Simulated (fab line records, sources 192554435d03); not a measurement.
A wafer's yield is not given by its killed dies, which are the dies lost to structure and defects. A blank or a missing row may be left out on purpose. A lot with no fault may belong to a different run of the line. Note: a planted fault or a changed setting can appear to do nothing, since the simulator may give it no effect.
fab line records	flow n5_finfet	part 1 of 2: steps 1 to 20 of 34
record lots=5	wafers=15	last_day=19
route steps=1938 shown HKMG_FIN@399
lots untouched by any fault: they come from a run of this same line in which no faults occurred
start_h: hours from the record's opening day to when the first of the lot's shown wafers began	wait_h: how many hours have passed since the lot's step before this one	" identical to the entry in the row above	L1.1+2: a row that stands for several wafers	- value missing, or start not given	* or withheld: withheld	< > ~ a bound
route shown NAME@n: a module of which the file shows steps, and the number in the route of the first	usual: average and standard deviation across the fault-free wafers	same: alike in all rows	chamber/n: place in a boat	sites: per-site readings	_std_site: standard deviation of those values	_edge_site: inner sites' mean taken away from outer sites' mean	radius_mm: how far each site lies from the wafer's centre	mask NAME#n: copy n	behind: the last tool/chamber to shape the wafer	hold: reason for holding the lot/hours on hold/outcome of the hold	device: which transistor (n, p or np) failed to switch	end of line: the tests these same wafers got at the end of their route	where a step has no rows: the recipe by itself	killed: dies lost to structure and defects at the first sort, not the wafer's yield	map: dies across one wafer; x = killed, . = not, _ = none there
set.NAME: setting as actually run; set.NAME@STEP: the setting as run at that earlier step	model.NAME: the simulator's own value behind a step, which no gauge read
a table for each step, a row for each wafer; lots at some steps of the route
services: the hour from which a tool's chamber was out of use, counted from the record's first day as start_h (under 0 if before that day), plus the number of hours and why
## steps
# step N5_HKMG_FIN_OVL_MEAS_50
# recipe points_per_wafer=44
# usual NDIPOLE_OVL=-0.2/0.66
lot.wafer	tool	chamber	start_h	wait_h	NDIPOLE_OVL[nm]
L082.1	overlay-02	0	120.47	0.0	-0.5
L082.4	"	0	"	"	-1.2
L082.6	"	0	"	"	-1.1
L086.1	overlay-02	0	144.20	0.0	0.0
L086.5	"	0	"	"	-1.0
L086.6	"	0	"	"	-1.2
L087.2	overlay-01	0	149.21	0.0	0.2
L087.3	"	0	"	"	-0.2
L087.5	"	0	"	"	-0.5
L093.1	overlay-01	0	186.05	0.0	0.2
L093.2	"	0	"	"	0.5
L093.6	"	0	"	"	0.1
L097.3	overlay-02	0	216.17	0.0	-0.6
L097.4	"	0	"	"	-0.6
L097.6	"	0	"	"	-0.1
# step N5_HKMG_FIN_INSPECT_61
# recipe mode=adi	inspect_instrument=macro
# usual raw_defect_count=2.1/1.5
lot.wafer	tool	chamber	start_h	wait_h	raw_defect_count
L082.1	defect_inspect-01	-	120.49	0.0	2
L082.4	"	-	"	"	3
L082.6	"	-	"	"	1
L086.1	defect_inspect-02	-	144.22	0.0	0
L086.5	"	-	"	"	2
L086.6	"	-	"	"	2
L087.2	defect_inspect-01	-	149.23	0.0	5
L087.3	"	-	"	"	4
L087.5	"	-	"	"	1
L093.1	defect_inspect-02	-	186.07	0.0	1
L093.2	"	-	"	"	3
L093.6	"	-	"	"	1
L097.3	defect_inspect-01	-	216.19	0.0	4
L097.4	"	-	"	"	1
L097.6	"	-	"	"	2
# step N5_HKMG_FIN_DESCUM_53
# recipe chemistry=O2	time_s=7.9	source_power_w=50	bias_power_w=20	pressure_mtorr=20	rf_frequency_hz=2.712e+07	temp_c=40	resist=CAR-ArF	o2_flow_sccm=225
# usual drypump_motor_current_A=5.8/0.48	oes_product_au=0.78/0.085	rf_vpp_V=243.5/1.2	showerhead_plenum_p_Torr=2.11/0.05	throttle_valve_pct=20.51/0.18
lot.wafer	tool	chamber	start_h	wait_h	drypump_motor_current_A	oes_product_au	rf_hours_counter_h	rf_vpp_V	showerhead_plenum_p_Torr	throttle_valve_pct
L082.1	rie_diel-01	0	120.53	0.0	6.5	0.89	31	243.1	2.05	20.31
L082.4	"	1	"	"	5.6	0.78	147	244.0	2.11	20.65
L082.6	"	3	"	"	5.2	0.79	-	242.3	2.11	20.68
L086.1	rie_diel-04	3	144.37	0.1	5.5	0.97	6	243.7	2.14	20.21
L086.5	"	3	"	"	5.5	0.97	-	243.4	2.14	20.23
L086.6	"	0	"	"	6.2	0.68	-	243.8	2.15	20.57
L087.2	rie_diel-05	3	149.57	0.3	5.9	0.82	79	242.6	2.03	20.58
L087.3	"	1	"	"	6.6	0.78	131	244.0	2.10	20.26
L087.5	"	3	"	"	6.0	0.82	-	242.3	2.03	20.59
L093.1	rie_diel-01	1	186.10	0.0	5.6	0.76	171	243.5	2.10	20.68
L093.2	"	3	"	"	5.2	0.76	129	243.5	2.10	20.73
L093.6	"	1	"	"	5.6	0.75	-	242.9	2.10	20.68
L097.3	rie_diel-01	3	216.33	0.1	5.1	0.75	140	240.3	2.09	20.73
L097.4	"	1	"	"	5.6	0.74	-	241.9	2.09	20.72
L097.6	"	3	"	"	5.2	0.75	-	243.0	2.09	20.75
# step N5_HKMG_FIN_ETCH_54
# recipe chemistry=CF4	target=SiARC	target_depth_a=455	mask_material=CAR-ArF	time_s=75.8	ion_energy_ev=80	pressure_mtorr=40	source_w=545	bias_w=36	Ar_flow_sccm=100	cf4_flow_sccm=100	ends=cleared
# usual drypump_motor_current_A=5.8/0.48	etch_rf_on_time_s=75.9/1.1	oes_product_au=0.67/0.071	rf_vpp_V=184.2/1	showerhead_plenum_p_Torr=2.16/0.049	throttle_valve_pct=15.69/0.17
lot.wafer	tool	chamber	start_h	wait_h	drypump_motor_current_A	etch_rf_on_time_s	oes_product_au	rf_hours_counter_h	rf_vpp_V	showerhead_plenum_p_Torr	throttle_valve_pct
L082.1	rie_diel-01	0	120.56	0.0	6.5	76.2	0.76	31	184.9	2.10	15.45
L082.4	"	1	"	"	5.6	74.7	0.67	147	185.7	2.14	15.75
L082.6	"	3	"	"	5.2	74.5	0.68	-	182.4	2.15	15.82
L086.1	rie_diel-04	3	144.40	0.0	5.5	74.4	0.83	6	184.8	2.20	15.44
L086.5	"	3	"	"	5.5	75.2	0.82	-	185.0	2.20	15.43
L086.6	"	0	"	"	6.2	76.9	0.58	-	185.3	2.19	15.81
L087.2	rie_diel-05	3	149.61	0.0	6.0	76.5	0.71	79	182.1	2.08	15.75
L087.3	"	1	"	"	6.6	75.4	0.68	131	183.9	2.15	15.47
L087.5	"	3	"	"	6.0	75.9	0.71	-	181.8	2.08	15.74
L093.1	rie_diel-01	1	186.14	0.0	5.6	75.3	0.65	171	185.2	2.14	15.80
L093.2	"	3	"	"	5.2	74.3	0.67	129	183.0	2.14	15.85
L093.6	"	1	"	"	5.6	74.1	0.65	-	182.5	2.14	15.80
L097.3	rie_diel-01	3	216.36	0.0	5.2	75.1	0.64	140	183.4	2.14	15.89
L097.4	"	1	"	"	5.6	75.1	0.65	-	183.4	2.13	15.82
L097.6	"	3	"	"	5.2	75.2	0.64	-	185.0	2.14	15.89
# step N5_HKMG_FIN_ETCH_55
# recipe chemistry=N2/H2	target=SOC	target_depth_a=2400	temp_c=40	time_s=300	ion_energy_ev=200	mask_material=SiARC	pressure_mtorr=30	source_w=840	bias_w=150	n2_flow_sccm=200	h2_flow_sccm=200
# usual drypump_motor_current_A=5.8/0.48	oes_product_au=0.78/0.085	rf_vpp_V=524.3/1.8	showerhead_plenum_p_Torr=2.56/0.062	throttle_valve_pct=17.94/0.16
lot.wafer	tool	chamber	start_h	wait_h	drypump_motor_current_A	oes_product_au	rf_hours_counter_h	rf_vpp_V	showerhead_plenum_p_Torr	throttle_valve_pct
L082.1	rie_diel-01	0	120.62	0.0	6.5	0.90	31	521.5	2.49	17.73
L082.4	"	1	"	"	5.7	0.77	147	524.0	2.55	18.04
L082.6	"	3	"	"	5.2	0.80	-	524.1	2.57	18.11
L086.1	rie_diel-04	3	144.46	0.0	5.6	0.97	6	526.0	2.61	17.75
L086.5	"	3	"	"	5.5	0.97	-	524.1	2.61	17.75
L086.6	"	0	"	"	6.2	0.68	-	526.2	2.61	17.96
L087.2	rie_diel-05	3	149.66	0.0	6.0	0.83	79	521.4	2.46	17.92
L087.3	"	1	"	"	6.6	0.79	131	523.9	2.56	17.79
L087.5	"	3	"	"	6.0	0.83	-	521.6	2.46	17.91
L093.1	rie_diel-01	1	186.19	0.0	5.7	0.76	171	523.4	2.53	18.09
L093.2	"	3	"	"	5.2	0.77	129	523.7	2.56	18.16
L093.6	"	1	"	"	5.7	0.76	-	524.8	2.53	18.09
L097.3	rie_diel-01	3	216.42	0.0	5.2	0.77	140	523.7	2.56	18.17
L097.4	"	1	"	"	5.6	0.75	-	523.5	2.53	18.10
L097.6	"	3	"	"	5.2	0.76	-	524.1	2.56	18.16
# step N5_HKMG_FIN_STRIP_56
# recipe chemistry=N2/H2	temp_c=40	n2_flow_sccm=200	h2_flow_sccm=200	rf_frequency_hz=6e+07
lot.wafer	tool	chamber	start_h	wait_h
L082.1+4+6	rie_diel-01	0,1,3	120.80	0.1
L086.1+5+6	rie_diel-04	3,3,0	144.64	0.1
L087.2+3+5	rie_diel-05	3,1,3	149.84	0.1
L093.1+2+6	rie_diel-01	1,3,1	186.37	0.1
L097.3+4+6	rie_diel-01	3,1,3	216.60	0.1
# step N5_HKMG_FIN_STRIP_57
# recipe chemistry=CF4	resist=SiARC	power_w=300	bias_power_w=75	pressure_mtorr=50	cf4_flow_sccm=150	rf_frequency_hz=6e+07
# usual drypump_motor_current_A=5.8/0.48	oes_product_au=0.78/0.08	rf_vpp_V=271.5/1.1	showerhead_plenum_p_Torr=1.81/0.041	throttle_valve_pct=13.66/0.18
lot.wafer	tool	chamber	start_h	wait_h	drypump_motor_current_A	oes_product_au	rf_hours_counter_h	rf_vpp_V	showerhead_plenum_p_Torr	throttle_valve_pct
L082.1	rie_diel-01	0	120.81	0.0	6.5	0.89	31	270.2	1.75	13.37
L082.4	"	1	"	"	5.6	0.76	147	271.5	1.80	13.71
L082.6	"	3	"	"	5.2	0.78	-	270.8	1.80	13.75
L086.1	rie_diel-04	3	144.65	0.0	5.5	0.94	6	271.3	1.84	13.37
L086.5	"	3	"	"	5.5	0.95	-	272.0	1.84	13.39
L086.6	"	0	"	"	6.2	0.68	-	273.4	1.84	13.80
L087.2	rie_diel-05	3	149.85	0.0	5.9	0.82	79	271.9	1.74	13.68
L087.3	"	1	"	"	6.6	0.77	131	272.3	1.80	13.45
L087.5	"	3	"	"	6.0	0.82	-	270.2	1.74	13.68
L093.1	rie_diel-01	1	186.38	0.0	5.6	0.75	171	272.1	1.79	13.77
L093.2	"	3	"	"	5.2	0.76	129	271.9	1.80	13.84
L093.6	"	1	"	"	5.6	0.74	-	270.4	1.79	13.78
L097.3	rie_diel-01	3	216.61	0.0	5.2	0.74	140	271.1	1.79	13.85
L097.4	"	1	"	"	5.7	0.74	-	270.0	1.79	13.80
L097.6	"	3	"	"	5.2	0.75	-	270.9	1.79	13.84
# step N5_HKMG_FIN_ETCH_58
# recipe chemistry=N2/H2	target=SOC	target_depth_a=2158	ion_energy_ev=50	bias_w=13	time_s=741	pressure_mtorr=30	source_w=875	n2_flow_sccm=200	h2_flow_sccm=200
# usual drypump_motor_current_A=5.8/0.48	oes_product_au=0.78/0.084	rf_vpp_V=99.2/0.92	showerhead_plenum_p_Torr=2.56/0.062	throttle_valve_pct=17.89/0.16
lot.wafer	tool	chamber	start_h	wait_h	drypump_motor_current_A	oes_product_au	rf_hours_counter_h	rf_vpp_V	showerhead_plenum_p_Torr	throttle_valve_pct
L082.1	rie_diel-01	0	120.83	0.0	6.5	0.88	31	100.8	2.49	17.67
L082.4	"	1	"	"	5.7	0.77	148	98.1	2.54	18.00
L082.6	"	3	"	"	5.2	0.80	-	98.7	2.57	18.07
L086.1	rie_diel-04	3	144.67	0.0	5.5	0.96	6	100.8	2.61	17.69
L086.5	"	3	"	"	5.5	0.95	-	100.0	2.61	17.70
L086.6	"	0	"	"	6.2	0.68	-	98.6	2.61	17.92
L087.2	rie_diel-05	3	149.87	0.0	6.0	0.84	79	99.2	2.46	17.88
L087.3	"	1	"	"	6.6	0.79	131	98.3	2.56	17.74
L087.5	"	3	"	"	6.0	0.84	-	98.4	2.46	17.89
L093.1	rie_diel-01	1	186.40	0.0	5.7	0.76	171	98.1	2.53	18.03
L093.2	"	3	"	"	5.2	0.77	129	98.2	2.56	18.11
L093.6	"	1	"	"	5.6	0.75	-	99.4	2.53	18.03
L097.3	rie_diel-01	3	216.63	0.0	5.2	0.76	140	98.4	2.56	18.12
L097.4	"	1	"	"	5.6	0.75	-	98.2	2.53	18.04
L097.6	"	3	"	"	5.2	0.76	-	99.8	2.56	18.11
# step N5_HKMG_FIN_STRIP_93
# recipe chemistry=N2/H2	material=SOC	time_s=20	power_w=500	temp_c=40	pressure_mtorr=50	rf_frequency_hz=6e+07	bias_power_w=8	h2_frac=0.5	n2_flow_sccm=300	h2_flow_sccm=300
# usual drypump_motor_current_A=5.8/0.48	oes_product_au=0.78/0.084	rf_vpp_V=54.4/0.9	showerhead_plenum_p_Torr=3.38/0.078	throttle_valve_pct=19.15/0.23
lot.wafer	tool	chamber	start_h	wait_h	drypump_motor_current_A	oes_product_au	rf_hours_counter_h	rf_vpp_V	showerhead_plenum_p_Torr	throttle_valve_pct
L082.1	rie_diel-01	0	121.25	0.2	6.5	0.89	31	54.7	3.30	18.95
L082.4	"	1	"	"	5.7	0.79	148	55.2	3.36	19.45
L082.6	"	3	"	"	5.2	0.81	-	55.6	3.40	19.15
L086.1	rie_diel-04	3	145.09	0.2	5.5	0.96	7	55.0	3.44	19.12
L086.5	"	3	"	"	5.5	0.96	-	54.3	3.44	19.14
L086.6	"	0	"	"	6.2	0.67	-	55.2	3.44	19.04
L087.2	rie_diel-05	3	150.30	0.2	6.0	0.83	79	53.6	3.25	19.02
L087.3	"	1	"	"	6.6	0.79	132	54.7	3.38	19.20
L087.5	"	3	"	"	6.0	0.83	-	54.6	3.25	19.02
L093.1	rie_diel-01	1	186.83	0.2	5.7	0.77	171	54.3	3.35	19.49
L093.2	"	3	"	"	5.2	0.78	129	53.8	3.38	19.22
L093.6	"	1	"	"	5.7	0.76	-	53.9	3.35	19.48
L097.3	rie_diel-01	3	217.05	0.2	5.2	0.77	140	53.7	3.38	19.20
L097.4	"	1	"	"	5.6	0.76	-	54.7	3.34	19.49
L097.6	"	3	"	"	5.2	0.77	-	53.5	3.38	19.21
# step N5_HKMG_FIN_WET_ETCH_76
# recipe chemistry=dNH4OH	mix=1:50	temp_c=25	target=Al2O3	stop_on=La2O3	target_depth_nm=2.25	dry=ipa_marangoni	rinse_time_s=30	rinse_temp_c=23
lot.wafer	tool	chamber	start_h	wait_h
L082.1+4+6	wet_bench-04	1,2,3	121.34	0.1
L086.1+5+6	wet_bench-03	5,3,1	145.18	0.1
L087.2+3+5	wet_bench-05	1,7,0	150.38	0.1
L093.1+2+6	wet_bench-05	1,4,2	186.91	0.1
L097.3+4+6	wet_bench-05	2,5,3	217.14	0.1
# step N5_HKMG_FIN_STRIP_60
# recipe chemistry=N2/H2	power_w=2500	temp_c=300	h2_frac=0.65	time_s=360	pressure_mtorr=withheld	n2_flow_sccm=1750	h2_flow_sccm=3250
# usual drypump_motor_current_A=5.75/0.1	heater_power_w=478/31
lot.wafer	tool	chamber	start_h	wait_h	drypump_motor_current_A	heater_power_w	rf_hours_counter_h
L082.1	plasma_asher-02	0	121.40	0.0	5.92	505	100
L082.4	"	0	"	"	5.94	483	-
L082.6	"	1	"	"	5.73	423	-
L086.1	plasma_asher-01	0	145.24	0.0	5.68	502	47
L086.5	"	0	"	"	5.68	506	-
L086.6	"	1	"	"	5.74	487	-
L087.2	plasma_asher-01	1	150.47	0.0	5.70	486	49
L087.3	"	1	"	"	5.74	487	-
L087.5	"	0	"	"	5.64	507	-
L093.1	plasma_asher-02	0	186.98	0.0	5.93	493	108
L093.2	"	1	"	"	5.74	435	108
L093.6	"	1	"	"	5.73	419	-
L097.3	plasma_asher-01	0	217.32	0.1	5.66	519	-
L097.4	"	1	"	"	5.77	475	-
L097.6	"	1	"	"	5.73	474	-
# step N5_HKMG_FIN_WET_ETCH_77
# recipe chemistry=dHCl	mix=1:10000	temp_c=25	target=La2O3	stop_on=HfO2	target_depth_nm=2
lot.wafer	tool	chamber	start_h	wait_h
L082.1+4+6	wet_bench-05	1,5,3	121.79	0.3
L086.1+5+6	wet_bench-05	1,4,5	145.63	0.3
L087.2+3+5	wet_bench-04	7,6,0	150.86	0.3
L093.1+2+6	wet_bench-03	3,4,1	187.37	0.3
L097.3+4+6	wet_bench-05	5,1,2	217.59	0.1
# step N5_HKMG_FIN_WET_ETCH_78
# recipe chemistry=dNH4OH	mix=1:50	temp_c=25	target=Al2O3	stop_on=La2O3	target_depth_nm=4.5	dry=ipa_marangoni	rinse_time_s=30	rinse_temp_c=23
lot.wafer	tool	chamber	start_h	wait_h
L082.1+4+6	wet_bench-05	1,5,3	121.82	0.0
L086.1+5+6	wet_bench-05	1,4,5	145.66	0.0
L087.2+3+5	wet_bench-04	7,6,0	150.89	0.0
L093.1+2+6	wet_bench-03	3,4,1	187.40	0.0
L097.3+4+6	wet_bench-05	5,1,2	217.62	0.0
# step N5_HKMG_FIN_ALD_79
# recipe material=TiN	target_thk_a=15	temp_c=400	ald_precursor_family=TiCl4	ald_co_reactant=NH3	pulse_time_s=1	purge_time_s=3	co_reactant_purge_time_s=2	co_reactant_pulse_time_s=2	ald_cycles=68	pressure_torr=3
# usual heater_power_w=875/92	precursor_pulse_height_rel=1.000/0.021
# same purge_time_s=3
lot.wafer	tool	chamber	start_h	wait_h	heater_power_w	precursor_pulse_height_rel
L082.1	ald_metal-03	2	121.89	0.0	832	1.000
L082.4	"	1	"	"	753	0.954
L082.6	"	3	"	"	761	0.989
L086.1	ald_metal-01	3	145.73	0.0	856	0.980
L086.5	"	3	"	"	869	0.981
L086.6	"	0	"	"	1000	0.994
L087.2	ald_metal-01	1	150.96	0.0	701	0.964
L087.3	"	0	"	"	961	0.970
L087.5	"	1	"	"	701	1.035
L093.1	ald_metal-01	3	187.47	0.0	890	1.009
L093.2	"	1	"	"	708	0.984
L093.6	"	0	"	"	995	1.021
L097.3	ald_metal-01	3	217.84	0.2	872	0.998
L097.4	"	1	"	"	722	0.976
L097.6	"	2	"	"	914	0.990
# step N5_HKMG_FIN_CVD_62
# recipe material=a-Si	target_thk_a=30	temp_c=500	precursor=Si2H6	pressure_torr=1	time_s=20.8
# usual heater_power_w=1289/190
lot.wafer	tool	chamber	start_h	wait_h	heater_power_w
L082.1	thermal_cvd_si-02	2	122.25	0.2	1224
L082.4	"	2	"	"	1227
L082.6	"	0	"	"	1422
L086.1	thermal_cvd_si-02	1	146.10	0.2	1134
L086.5	"	0	"	"	1456
L086.6	"	2	"	"	1250
L087.2	thermal_cvd_si-01	1	151.32	0.2	1242
L087.3	"	2	"	"	1619
L087.5	"	2	"	"	1618
L093.1	thermal_cvd_si-01	1	187.83	0.2	1215
L093.2	"	0	"	"	1072
L093.6	"	0	"	"	1101
L097.3	thermal_cvd_si-01	0	218.20	0.2	1093
L097.4	"	1	"	"	1225
L097.6	"	2	"	"	1632
# step N5_HKMG_FIN_RTA_80
# recipe temp_c=withheld	time_s=2	ambient=N2	idle_temp_c=600	ramp_up_c_per_s=150	ramp_down_c_per_s=60	cool_to_c=600
lot.wafer	tool	chamber	start_h	wait_h
L082.1+4+6	rtp_anneal-01	0	122.39	0.1
L086.1+5+6	rtp_anneal-01	0	146.33	0.2
L087.2+3+5	rtp_anneal-02	0	151.52	0.1
L093.1+2+6	rtp_anneal-01	0	188.06	0.2
L097.3+4+6	rtp_anneal-02	0	218.41	0.2
# step N5_HKMG_FIN_PRECLEAN_64
# recipe chemistry=dHF	time_s=30	temp_c=25	dilution=withheld
lot.wafer	tool	chamber	start_h	wait_h
L082.1+4+6	wet_bench-04	4,3,6	122.53	0.1
L086.1+5+6	wet_bench-04	6,0,2	146.47	0.1
L087.2+3+5	wet_bench-05	7,6,0	151.64	0.1
L093.1+2+6	wet_bench-05	5,6,4	188.21	0.1
L097.3+4+6	wet_bench-04	0,4,3	218.53	0.1
# step N5_HKMG_FIN_WET_ETCH_65
# recipe chemistry=TMAH	temp_c=70	conc_wt_pct=5	target=a-Si	stop_on=TiN	time_s=49	target_depth_nm=3
# usual conc_wt_pct=5.00/0.049
lot.wafer	tool	chamber	start_h	wait_h	conc_wt_pct
L082.1	wet_bench-04	4	122.54	0.0	5.02
L082.4	"	3	"	"	4.98
L082.6	"	6	"	"	5.05
L086.1	wet_bench-04	6	146.48	0.0	5.02
L086.5	"	0	"	"	5.00
L086.6	"	2	"	"	5.06
L087.2	wet_bench-05	7	151.66	0.0	5.08
L087.3	"	6	"	"	4.96
L087.5	"	0	"	"	4.98
L093.1	wet_bench-05	5	188.22	0.0	5.00
L093.2	"	6	"	"	5.08
L093.6	"	4	"	"	5.03
L097.3	wet_bench-04	0	218.54	0.0	5.06
L097.4	"	4	"	"	5.07
L097.6	"	3	"	"	5.01
# step N5_HKMG_FIN_WET_ETCH_81
# recipe chemistry=SC1	target=TiN	stop_on=HfO2	mix=1:1:5	temp_c=60	time_s=57	target_depth_nm=6
# usual h2o2_flow_mL_min=214.3/0.64
lot.wafer	tool	chamber	start_h	wait_h	h2o2_flow_mL_min
L082.1	wet_bench-04	4	122.56	0.0	214.4
L082.4	"	3	"	"	213.7
L082.6	"	6	"	"	213.9
L086.1	wet_bench-04	6	146.50	0.0	214.5
L086.5	"	0	"	"	213.8
L086.6	"	2	"	"	214.9
L087.2	wet_bench-05	7	151.67	0.0	214.1
L087.3	"	6	"	"	213.5
L087.5	"	0	"	"	213.3
L093.1	wet_bench-05	5	188.23	0.0	213.1
L093.2	"	6	"	"	215.3
L093.6	"	4	"	"	213.9
L097.3	wet_bench-04	0	218.56	0.0	214.1
L097.4	"	4	"	"	214.6
L097.6	"	3	"	"	213.4
# step N5_HKMG_FIN_WET_ETCH_82
# recipe chemistry=dHCl	mix=1:10000	temp_c=25	target=La2O3	stop_on=HfO2	target_depth_nm=2	dry=ipa_marangoni	rinse_time_s=30	rinse_temp_c=23
lot.wafer	tool	chamber	start_h	wait_h
L082.1+4+6	wet_bench-04	4,3,6	122.59	0.0
L086.1+5+6	wet_bench-04	6,0,2	146.53	0.0
L087.2+3+5	wet_bench-05	7,6,0	151.71	0.0
L093.1+2+6	wet_bench-05	5,6,4	188.26	0.0
L097.3+4+6	wet_bench-04	0,4,3	218.59	0.0
